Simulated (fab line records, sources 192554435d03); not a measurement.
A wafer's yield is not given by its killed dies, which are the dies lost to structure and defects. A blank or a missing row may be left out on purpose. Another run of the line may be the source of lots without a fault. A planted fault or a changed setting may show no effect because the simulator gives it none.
Matching of chambers || flow n5 finfet || 4 sister chambers for N5_BEOL_M0_CUTY_ETCH_62 on rie diel-03
The step etches SiARC in CF4, time 58.5 s. 16 wafers are shown with their chamber, then 8 later ones without.

== EACH WAFER AND ITS CHAMBER ==
{"wafer": "L076.1", "chamber": 0, "showerhead plenum p Torr (Torr)": 2.11, "throttle valve pct (%)": 15.52, "etch rf on time s (s)": 60.5}
{"wafer": "L076.3", "chamber": 2, "showerhead plenum p Torr (Torr)": 2.04, "throttle valve pct (%)": 15.51, "etch rf on time s (s)": 58.3}
{"wafer": "L076.4", "chamber": 3, "showerhead plenum p Torr (Torr)": 2.12, "throttle valve pct (%)": 15.94, "etch rf on time s (s)": 59.3}
{"wafer": "L079.2", "chamber": 0, "showerhead plenum p Torr (Torr)": 2.11, "throttle valve pct (%)": 15.54, "etch rf on time s (s)": 60.2}
{"wafer": "L079.4", "chamber": 1, "showerhead plenum p Torr (Torr)": 2.21, "throttle valve pct (%)": 15.55, "etch rf on time s (s)": 57.9}
{"wafer": "L079.5", "chamber": 0, "showerhead plenum p Torr (Torr)": 2.11, "throttle valve pct (%)": 15.54, "etch rf on time s (s)": 60.7}
{"wafer": "L087.2", "chamber": 2, "showerhead plenum p Torr (Torr)": 2.03, "throttle valve pct (%)": 15.55, "etch rf on time s (s)": 58.3}
{"wafer": "L087.4", "chamber": 1, "showerhead plenum p Torr (Torr)": 2.21, "throttle valve pct (%)": 15.61, "etch rf on time s (s)": 57.8}
{"wafer": "L087.5", "chamber": 2, "showerhead plenum p Torr (Torr)": 2.03, "throttle valve pct (%)": 15.56, "etch rf on time s (s)": 58.2}
{"wafer": "L092.4", "chamber": 0, "showerhead plenum p Torr (Torr)": 2.10, "throttle valve pct (%)": 15.09, "etch rf on time s (s)": 58.9}
{"wafer": "L092.5", "chamber": 2, "showerhead plenum p Torr (Torr)": 2.03, "throttle valve pct (%)": 15.59, "etch rf on time s (s)": 58.1}
{"wafer": "L092.6", "chamber": 1, "showerhead plenum p Torr (Torr)": 2.20, "throttle valve pct (%)": 15.62, "etch rf on time s (s)": 58.0}
{"wafer": "L093.2", "chamber": 1, "showerhead plenum p Torr (Torr)": 2.20, "throttle valve pct (%)": 15.63, "etch rf on time s (s)": 58.2}
{"wafer": "L093.3", "chamber": 0, "showerhead plenum p Torr (Torr)": 2.10, "throttle valve pct (%)": 15.10, "etch rf on time s (s)": 58.5}
{"wafer": "L093.4", "chamber": 0, "showerhead plenum p Torr (Torr)": 2.10, "throttle valve pct (%)": 15.07, "etch rf on time s (s)": 58.9}
{"wafer": "L094.1", "chamber": 2, "showerhead plenum p Torr (Torr)": 2.03, "throttle valve pct (%)": 15.58, "etch rf on time s (s)": 59.2}

SIGNATURES, as means of the wafers listed above
{"reading": "showerhead plenum p Torr", "chamber 0": 2.1050, "chamber 1": 2.2050, "chamber 2": 2.0320, "chamber 3": 2.1200, "scatter within a chamber": 0.00524}
{"reading": "throttle valve pct", "chamber 0": 15.3100, "chamber 1": 15.6025, "chamber 2": 15.5580, "chamber 3": 15.9400, "scatter within a chamber": 0.16}
{"reading": "etch rf on time s", "chamber 0": 59.617, "chamber 1": 57.975, "chamber 2": 58.420, "chamber 3": 59.300, "scatter within a chamber": 0.674}
Rule: a wafer's distance from a chamber is the root of the sum, over the readings, of the square of ((its reading less the chamber's mean) divided by the reading's scatter). The wafer belongs to the nearest chamber; if the next one is less than 2 further off, it can't be placed. The scatter is the square root of a quotient: the sum, over the shown wafers, of each reading's squared deviation from its chamber's mean, divided by wafers minus chambers.

== WAFERS MISSING THEIR CHAMBER ==
{"wafer": "L094.4", "showerhead plenum p Torr (Torr)": 2.11, "throttle valve pct (%)": 15.47, "etch rf on time s (s)": 57.3}
{"wafer": "L094.5", "showerhead plenum p Torr (Torr)": 2.11, "throttle valve pct (%)": 15.45, "etch rf on time s (s)": 57.7}
{"wafer": "L097.1", "showerhead plenum p Torr (Torr)": 2.02, "throttle valve pct (%)": 15.62, "etch rf on time s (s)": 58.2}
{"wafer": "L097.3", "showerhead plenum p Torr (Torr)": 2.10, "throttle valve pct (%)": 15.10, "etch rf on time s (s)": 58.6}
{"wafer": "L097.5", "showerhead plenum p Torr (Torr)": 2.20, "throttle valve pct (%)": 15.65, "etch rf on time s (s)": 58.1}
{"wafer": "L096.1", "showerhead plenum p Torr (Torr)": 2.20, "throttle valve pct (%)": 15.64, "etch rf on time s (s)": 58.3}
{"wafer": "L096.5", "showerhead plenum p Torr (Torr)": 2.20, "throttle valve pct (%)": 15.65, "etch rf on time s (s)": 58.0}
{"wafer": "L096.6", "showerhead plenum p Torr (Torr)": 2.02, "throttle valve pct (%)": 15.62, "etch rf on time s (s)": 58.7}

== THE CHAMBER EACH PASSED THROUGH ==
{"wafer": "L094.4", "from the rows above": "can't be placed: 0 or 3", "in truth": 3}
{"wafer": "L094.5", "from the rows above": "can't be placed: 0 or 3", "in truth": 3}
{"wafer": "L097.1", "from the rows above": 2, "in truth": 2}
{"wafer": "L097.3", "from the rows above": 0, "in truth": 0}
{"wafer": "L097.5", "from the rows above": 1, "in truth": 1}
{"wafer": "L096.1", "from the rows above": 1, "in truth": 1}
{"wafer": "L096.5", "from the rows above": 1, "in truth": 1}
{"wafer": "L096.6", "from the rows above": 2, "in truth": 2}
Correctly placed: 6 of 8. From these rows, 2 cannot be placed; in 2 the true chamber is one of the candidates. Number placed wrongly: 0.
